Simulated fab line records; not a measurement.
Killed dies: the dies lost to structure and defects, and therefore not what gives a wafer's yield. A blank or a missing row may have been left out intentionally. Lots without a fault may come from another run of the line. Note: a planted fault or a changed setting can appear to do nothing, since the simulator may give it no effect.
A struck lot beside a sound one    flow nandHarc    15 out of 1159 route steps
Sound: wafers L368.2, L368.4, L368.6. Wafers L379.1, L379.2, L379.3 were the ones struck. The cause comes at the end.
For every step that has rows: the tool of each side, followed by ch and its chambers, followed by its first start. Under that, the readings that differ: sound wafers    struck wafers    difference of the means    sigmas: that difference in standard deviations of wafers without a fault.
alike: readings with means less than 2 such deviations apart, plus words and numbers identical on both sides. not compared: withheld readings, readings lacking a value on some wafer, bounds such as >300 that could conceal the same value, and numbers that have no deviation in the record and whose values overlap.
Wherever a step has rows on one side only, a row that says differs or no value, or a row with sigmas, the two part there. Numbers that have no deviation but don't overlap get no sigmas and don't part them. A reading that every wafer of one side lacks parts them only if that side has two wafers or more.

first, 1 step without rows for these wafers: NHARC_A_ONON_D1_DEP_12 (target thk 1000 nm).
NHARC_A_ONON_D1_THK_MEAS_14: measures by ellipsometry.
  sound on filmMetro-01, day 8 13:56; struck on filmMetro-02, day 11 00:32
  alike: thkNm
then, 2 steps without rows for these wafers: NHARC_A_ONON_D1_ANNEAL_15 (time 3600 s); NHARC_A_ONON_D1_DEP_16 (target thk 1000 nm).
NHARC_A_ONON_D1_THK_MEAS_18: measures by ellipsometry.
  sound on filmMetro-01, day 8 21:07; struck on filmMetro-01, day 11 17:20
reading     sound        struck          difference  sigmas
thkNm (nm)  987 986 987  1006 1005 1007  +19         +2
after that, 1 step with no rows for these wafers: NHARC_A_ONON_D1_DEP_19 (target thk 1000 nm).
NHARC_A_ONON_D1_THK_MEAS_21: measures by ellipsometry.
  sound on filmMetro-02, day 8 21:41; struck on filmMetro-01, day 11 18:05
  alike: thkNm
after that, 1 step with no rows for these wafers: NHARC_A_ONON_D1_DEP_22 (target thk 1000 nm).
NHARC_A_ONON_D1_THK_MEAS_24: measures by ellipsometry.
  sound on filmMetro-01, day 8 22:14; struck on filmMetro-01, day 11 19:05
reading     sound           struck       difference  sigmas
thkNm (nm)  1004 1002 1002  980 981 980  -22         -2
after that, 1 step with no rows for these wafers: NHARC_A_ONON_D1_DEP_25 (target thk 1000 nm).
NHARC_A_ONON_D1_THK_MEAS_27: measures by ellipsometry.
  sound on filmMetro-02, day 8 22:50; struck on filmMetro-01, day 11 19:49
  alike: thkNm
NHARC_A_ONON_D1_DEP_28: target thk 1000 nm.
  sound on pecvdOnon-01 ch 0, day 8 22:56; struck on pecvdOnon-02 ch 0, day 11 20:01
  alike: n2oFlowSccm, nh3FlowSccm
NHARC_A_ONON_D1_THK_MEAS_30: measures by ellipsometry.
  sound on filmMetro-02, day 8 23:23; struck on filmMetro-01, day 11 20:43
reading     sound           struck       difference  sigmas
thkNm (nm)  1034 1035 1035  697 696 698  -338        -31
  not compared: hold
NHARC_A_ONON_D1_DEP_33: deposits SiO2, target thk 200 nm.
  sound on pecvd-03 ch 0,1,2, day 8 23:29; struck on pecvd-02 ch 0,1,2, day 12 00:06
reading  sound  struck                                                                   difference                    sigmas
hold     - - -  awaitDispo/3.3h/release awaitDispo/3.3h/release awaitDispo/3.3h/release  no value on the sound wafers  
  alike: heaterPowerW, throttleValvePct
-- break in the record here, with 11 days between the starts of the struck wafers on either side (left off in module A_ONON_D1, picked up again in module END, where the first step shown is number 1159 on the route) --
NHARC_END_SORT_01:
  sound on prober-02 ch 0, day 21 01:06; struck on prober-01 ch 0, day 23 03:26
reading        sound     struck                                                             difference                    sigmas
hold           - - -     awaitDispo/2.1h/scrap awaitDispo/2.1h/scrap awaitDispo/2.1h/scrap  no value on the sound wafers  
killedAtArray  6 9 15    671 674 672                                                        +662                          +68
killedDies     13 14 16  677 677 677                                                        +663                          +66
  alike: killedAtOther, killedAtPeriphery, killedOpen, killedShort

WHERE THEY PART
Earliest at NHARC_A_ONON_D1_THK_MEAS_18; latest, in this record, at NHARC_END_SORT_01.

WHY: whatever the simulator had introduced
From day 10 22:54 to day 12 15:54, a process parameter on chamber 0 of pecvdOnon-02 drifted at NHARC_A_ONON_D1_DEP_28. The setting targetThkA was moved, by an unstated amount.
